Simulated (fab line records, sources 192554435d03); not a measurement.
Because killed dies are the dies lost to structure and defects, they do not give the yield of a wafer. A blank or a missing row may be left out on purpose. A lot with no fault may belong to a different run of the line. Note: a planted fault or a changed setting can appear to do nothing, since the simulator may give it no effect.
fab line records	flow n5-finfet
record: lots: 10	wafers: 30	last-day: 17
route steps=1938 shown MOL_CONTACT_COAG@546 BEOL_M4@1111
lots that met no fault: taken from a fault-free run of the same line
start-h: hours from the record's first day to the start of the lot's first wafer shown	wait-h: hours elapsed since this lot's preceding step	" identical to the entry in the row above	L1.1+2: a single row standing in for several wafers	- no value, or no start given	* or withheld: withheld	< > ~ a bound
route shown NAME@n: a module of which the file shows steps, and the number in the route of the first	usual: the fault-free wafers' mean and standard deviation	same: alike in all rows	chamber/n: place in a boat	sites: per-site readings	_std_site: their standard deviation	_edge_site: outer sites' mean less inner sites'	radius-mm: for every site, how far away it sits from the centre of the wafer	mask NAME#n: copy n	behind: the most recent tool/chamber to have shaped the wafer	hold: cause of the lot's hold/its duration in hours/its outcome	device: names the non-switching transistor (n, p or np)	end of line: the route-end tests of the same wafers	a step given without rows: its recipe and nothing more	killed: not the wafer's yield, but the dies lost to structure and defects at the first sort	map: shows each die of a wafer: x if killed, . if not, _ if none is there
set.NAME: setting as actually run; set.NAME@STEP: the setting as run at that earlier step	model.NAME: the simulator's own value behind a step, which no gauge read
the route's steps for a sample of lots (tables are steps, rows are wafers)
services: the hour from which a tool's chamber was out of use, counted from the record's first day as start-h (under 0 if before that day), plus the number of hours and why
== steps ==
step: N5_MOL_CONTACT_COAG_PRE_CLEAN_141
recipe: gas: H2/He	time-s: 60	temp-c: 300
usual: heater-power-w: 455/44
lot.wafer	tool	chamber	start-h	wait-h	heater-power-w
L616.4	pvd-sputter-02	-	105.03	0.4	484
L616.5	"	-	"	"	489
L616.6	"	-	"	"	359
L618.1	pvd-sputter-01	-	118.83	0.9	484
L618.5	"	-	"	"	483
L618.6	"	-	"	"	490
L619.1	pvd-sputter-02	-	123.51	1.0	469
L619.4	"	-	"	"	348
L619.5	"	-	"	"	471
L621.2	pvd-sputter-03	-	132.55	0.4	460
L621.3	"	-	"	"	527
L621.6	"	-	"	"	511
L626.2	pvd-sputter-02	-	166.05	0.4	407
L626.3	"	-	"	"	482
L626.6	"	-	"	"	474
L627.1	pvd-sputter-03	-	169.02	1.4	509
L627.5	"	-	"	"	444
L627.6	"	-	"	"	405
L628.4	pvd-sputter-02	-	174.23	0.3	409
L628.5	"	-	"	"	489
L628.6	"	-	"	"	403
L633.2	pvd-sputter-03	-	206.74	0.4	439
L633.4	"	-	"	"	445
L633.5	"	-	"	"	384
L636.2	pvd-sputter-03	-	227.18	1.3	436
L636.4	"	-	"	"	450
L636.5	"	-	"	"	435
L637.3	pvd-sputter-02	-	232.16	0.4	414
L637.4	"	-	"	"	359
L637.5	"	-	"	"	404
step: N5_MOL_CONTACT_COAG_CO_FILL_22
recipe: material: Co	target-thk-a: 200	temp-c: 200	precursor: CCTBA/H2	pressure-torr: 30
usual: heater-power-w: 222/33
lot.wafer	tool	chamber	start-h	wait-h	heater-power-w
L616.4	cvd-co-01	0	105.51	0.4	224
L616.5	"	1	"	"	243
L616.6	"	2	"	"	263
L618.1	cvd-co-02	2	119.01	0.1	190
L618.5	"	0	"	"	271
L618.6	"	2	"	"	188
L619.1	cvd-co-01	1	123.69	0.1	243
L619.4	"	1	"	"	239
L619.5	"	2	"	"	244
L621.2	cvd-co-01	0	132.73	0.1	223
L621.3	"	1	"	"	245
L621.6	"	1	"	"	239
L626.2	cvd-co-01	0	166.23	0.1	222
L626.3	"	1	"	"	244
L626.6	"	2	"	"	256
L627.1	cvd-co-02	2	169.20	0.1	193
L627.5	"	1	"	"	179
L627.6	"	2	"	"	193
L628.4	cvd-co-02	2	174.70	0.4	194
L628.5	"	0	"	"	266
L628.6	"	1	"	"	179
L633.2	cvd-co-02	2	206.92	0.1	189
L633.4	"	1	"	"	178
L633.5	"	2	"	"	196
L636.2	cvd-co-02	2	227.37	0.1	188
L636.4	"	1	"	"	182
L636.5	"	2	"	"	192
L637.3	cvd-co-02	1	232.92	0.7	190
L637.4	"	1	"	"	183
L637.5	"	1	"	"	187
step: N5_MOL_CONTACT_COAG_CMP_23
recipe: stop-on: SiO2	t-overpolish-s: 1.5	post-cmp-clean: cu-alkaline	down-force-psi: 2	platen-rpm: 50.289	pad-velocity-m-s: 1.0006	target-thk-nm: 0
usual: head-pressure-psi: 2.000/0.0042	motor-current-A: 8.0/0.58	overpolish-run-s: 1.500/0.008	time-to-endpoint-s: 10.8/1.9
lot.wafer	tool	chamber	start-h	wait-h	head-pressure-psi	motor-current-A	overpolish-run-s	time-to-endpoint-s
L616.4	cmp-01	3	108.87	0.1	1.995	7.7	1.491	9.5
L616.6	"	2	"	"	1.997	7.2	1.507	10.0
L616.5	"	3	"	"	1.998	7.6	1.503	10.6
L618.1	cmp-02	3	122.87	0.1	1.998	7.9	1.500	11.0
L618.5	"	2	"	"	2.003	8.9	1.504	10.2
L618.6	"	3	"	"	1.997	7.6	1.514	7.8
L619.4	cmp-02	3	125.67	0.0	2.008	7.6	1.505	12.1
L619.1	"	1	"	"	2.004	8.8	1.491	14.3
L619.5	"	0	"	"	1.996	8.3	1.499	12.7
L621.2	cmp-02	3	135.22	0.0	2.000	7.6	1.488	9.6
L621.3	"	2	"	"	2.004	8.9	1.504	11.3
L621.6	"	3	"	"	1.998	7.4	1.497	6.9
L626.3	cmp-02	3	169.22	0.0	2.000	8.0	1.508	8.6
L626.2	"	0	"	"	2.001	8.7	1.502	9.1
L626.6	"	0	"	"	2.002	8.6	1.494	7.8
L627.1	cmp-02	1	173.83	0.1	1.736	8.2	1.505	14.3
L627.6	"	3	"	"	1.735	6.3	1.504	13.1
L627.5	"	0	"	"	1.736	7.9	1.505	11.7
L628.4	cmp-02	3	176.99	0.1	1.740	6.9	1.489	11.1
L628.5	"	0	"	"	1.730	8.3	1.502	11.4
L628.6	"	1	"	"	1.737	8.3	1.504	15.5
L633.4	cmp-01	2	210.01	0.0	2.005	7.5	1.496	11.5
L633.2	"	0	"	"	2.001	8.0	1.500	10.2
L633.5	"	3	"	"	1.999	7.5	1.496	9.8
L636.4	cmp-01	3	229.83	0.2	2.001	8.3	1.490	13.1
L636.2	"	0	"	"	2.000	7.5	1.494	11.9
L636.5	"	0	"	"	2.005	7.5	1.507	13.6
L637.3	cmp-01	3	235.60	0.0	1.994	8.0	1.489	11.5
L637.4	"	2	"	"	2.006	7.4	1.502	8.2
L637.5	"	0	"	"	1.993	7.6	1.495	10.8
step: N5_MOL_CONTACT_COAG_CMP_28
recipe: stop-on: SiNx	t-overpolish-s: 0.85	post-cmp-clean: alkaline-brush	down-force-psi: 4.15	platen-rpm: 51.8	pad-velocity-m-s: 1.0307	target-thk-nm: 14.522
usual: head-pressure-psi: 4.150/0.01	motor-current-A: 12.5/0.98	time-to-endpoint-s: 5.9/2.2
lot.wafer	tool	chamber	start-h	wait-h	head-pressure-psi	motor-current-A	time-to-endpoint-s
L616.4	cmp-04	1	111.26	0.8	4.144	12.6	5.9
L616.5	"	0	"	"	4.158	11.0	2.4
L616.6	"	1	"	"	4.135	12.7	3.4
L618.1	cmp-04	0	125.34	0.9	4.141	10.8	4.1
L618.6	"	2	"	"	4.156	12.1	6.5
L618.5	"	3	"	"	4.133	13.2	6.5
L619.4	cmp-04	1	128.35	1.0	4.141	12.3	5.2
L619.1	"	2	"	"	4.147	12.5	4.5
L619.5	"	0	"	"	4.168	11.5	3.2
L621.3	cmp-02	3	137.60	0.8	4.139	11.0	5.9
L621.2	"	1	"	"	4.158	12.4	9.6
L621.6	"	0	"	"	4.150	13.0	5.8
L626.3	cmp-01	1	171.65	0.8	4.138	11.8	8.3
L626.2	"	2	"	"	4.143	11.0	7.9
L626.6	"	1	"	"	4.150	12.5	6.9
L627.1	cmp-04	0	176.14	0.8	4.136	10.9	6.0
L627.5	"	0	"	"	4.164	11.7	6.0
L627.6	"	1	"	"	4.161	13.3	5.6
L628.4	cmp-01	2	179.28	0.8	4.138	10.7	7.6
L628.6	"	2	"	"	4.147	11.3	9.6
L628.5	"	3	"	"	4.160	11.7	7.9
L633.4	cmp-02	1	212.39	0.8	4.140	13.3	6.1
L633.2	"	0	"	"	4.162	13.7	1.3
L633.5	"	1	"	"	4.145	14.1	4.6
L636.4	cmp-02	3	233.03	0.9	4.163	11.5	4.1
L636.2	"	0	"	"	4.145	13.0	3.0
L636.5	"	2	"	"	4.144	13.9	6.0
L637.4	cmp-01	1	237.99	0.8	4.139	12.8	8.2
L637.3	"	3	"	"	4.158	12.0	11.0
L637.5	"	2	"	"	4.139	10.7	9.4
step: N5_BEOL_M4_RC_MEAS_101
usual: DIBL_N: 37.3/2.3	DIBL_P: 37.4/2.9	IOFF_N: 0.18/0.045	IOFF_P: 0.25/0.054	ION_N: 679/15	ION_P: 468/9.7	SS_N: 71.8/0.62	SS_P: 73.6/0.76	VT_N: 248/4.1	VT_P: -248/3.6
lot.wafer	tool	chamber	start-h	wait-h	DIBL_N[mV/V]	DIBL_P[mV/V]	IOFF_N[nA/um]	IOFF_P[nA/um]	ION_N[uA/um]	ION_P[uA/um]	SS_N[mV/dec]	SS_P[mV/dec]	VT_N[mV]	VT_P[mV]
L616.4	prober-02	0	189.93	0.5	33.6	32.9	0.12	0.20	655	456	71.0	73.3	252	-247
L616.5	"	0	"	"	32.9	33.4	0.12	0.20	667	469	70.7	72.9	255	-248
L616.6	"	0	"	"	37.0	36.0	0.18	0.24	675	464	71.3	73.5	247	-249
L618.1	prober-01	0	190.00	0.5	36.8	36.0	0.17	0.23	683	464	71.3	73.0	251	-249
L618.5	"	0	"	"	38.7	38.6	0.21	0.28	687	473	72.1	74.0	247	-245
L618.6	"	0	"	"	37.2	37.3	0.18	0.26	692	480	71.9	74.4	248	-245
L619.1	prober-02	0	195.36	0.0	39.0	39.4	0.20	0.25	681	464	71.6	74.0	247	-249
L619.4	"	0	"	"	40.6	43.2	0.26	0.31	693	473	72.8	74.9	243	-248
L619.5	"	0	"	"	37.3	38.2	0.17	0.22	698	469	72.0	73.0	248	-251
L621.2	prober-01	0	199.46	0.2	35.1	35.3	0.15	0.22	687	473	71.1	73.1	246	-248
L621.3	"	0	"	"	37.2	38.0	0.19	0.27	687	472	72.2	73.1	245	-245
L621.6	"	0	"	"	37.0	37.3	0.19	0.26	687	470	71.5	73.8	245	-247
L628.4	prober-01	0	242.36	0.5	38.6	39.5	0.19	0.26	668	457	72.1	74.2	248	-251
L628.5	"	0	"	"	37.7	38.2	0.17	0.25	683	469	72.4	73.5	248	-251
L628.6	"	0	"	"	35.2	35.6	0.12	0.21	647	448	72.0	74.0	253	-252
L626.2	prober-02	0	242.59	0.2	39.9	41.3	0.23	0.32	704	487	72.3	74.4	243	-244
L626.3	"	0	"	"	41.4	42.9	0.26	0.39	688	475	72.9	74.6	241	-241
L626.6	"	0	"	"	40.8	42.1	0.24	0.35	692	484	71.7	74.7	241	-241
L627.1	prober-02	0	260.49	0.0	39.9	41.6	0.25	0.33	703	481	71.6	73.8	245	-243
L627.5	"	0	"	"	33.8	33.4	0.12	0.18	675	470	71.2	72.9	252	-251
L627.6	"	0	"	"	36.5	36.2	0.15	0.22	658	465	71.5	73.8	253	-247
L633.2	prober-02	0	274.66	0.2	39.6	38.4	0.19	0.25	683	464	71.9	74.1	248	-251
L633.4	"	0	"	"	41.1	40.5	0.23	0.32	682	467	73.4	74.8	246	-244
L633.5	"	0	"	"	36.8	33.9	0.14	0.17	653	449	71.7	72.3	255	-253
L636.2	prober-01	0	300.67	0.2	38.2	37.6	0.17	0.22	663	455	72.4	73.6	254	-252
L636.4	"	0	"	"	38.9	41.0	0.22	0.31	688	470	72.6	74.6	244	-246
L636.5	"	0	"	"	34.8	34.9	0.12	0.19	654	460	71.5	73.9	257	-251
L637.3	prober-02	0	301.76	0.3	38.2	36.8	0.19	0.30	680	476	71.5	73.7	246	-242
L637.4	"	0	"	"	37.2	36.0	0.18	0.26	681	468	71.3	73.0	246	-246
L637.5	"	0	"	"	34.7	33.0	0.13	0.21	675	472	71.0	72.6	251	-248
== services ==
tool	chamber	start-h	hours	kind
cmp-02	-	82.17	0.3	repair
cmp-04	-	92.54	5.5	pm
pvd-sputter-01	-	98.79	7.4	repair
cvd-co-01	2	106.63	3.8	repair
cmp-01	-	107.28	1.0	repair
pvd-sputter-01	-	108.92	5.7	repair
cvd-co-02	2	117.34	1.5	repair
cmp-01	-	123.52	5.5	pm
cmp-02	-	127.19	4.0	pm
cmp-04	-	129.22	6.5	pm
cvd-co-02	-	133.61	14.6	pm
cmp-01	-	145.63	2.8	repair
cmp-01	-	150.54	10.2	pm
pvd-sputter-01	-	166.67	1.7	repair
cmp-02	-	179.60	1.8	repair
cmp-04	-	184.25	1.1	repair
cmp-01	-	189.80	1.9	repair
cmp-01	-	193.31	2.1	repair
cvd-co-01	-	195.01	0.2	repair
cmp-04	-	198.19	22.5	repair
cvd-co-02	0	214.70	22.8	repair
cmp-02	-	223.84	3.7	repair
cmp-04	-	231.92	0.6	repair
cvd-co-02	2	232.10	17.3	repair
== key ==
first-sign: step: N5_MOL_CONTACT_COAG_CMP_23	reading: head-pressure-psi	direction: down	sigmas: 63	usual: 2.000	struck: 1.736
effect none on later readings
met-at N5_MOL_CONTACT_COAG_CMP_23
struck-lots L627,L628
not-acting-at N5_MOL_CONTACT_COAG_PRE_CLEAN_141,N5_MOL_CONTACT_COAG_CO_FILL_22,N5_MOL_CONTACT_COAG_CMP_28
onset-between 169.22 173.83
fault: kind: process-parameter-drift	tool: cmp-02	chamber: -	onset-h: 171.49	steps: N5_MOL_CONTACT_COAG_CMP_23	channel: down-force-psi	offset: -0.26586	shape: step	end-h: 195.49	acts-in: these-recipes-only	stated: 2
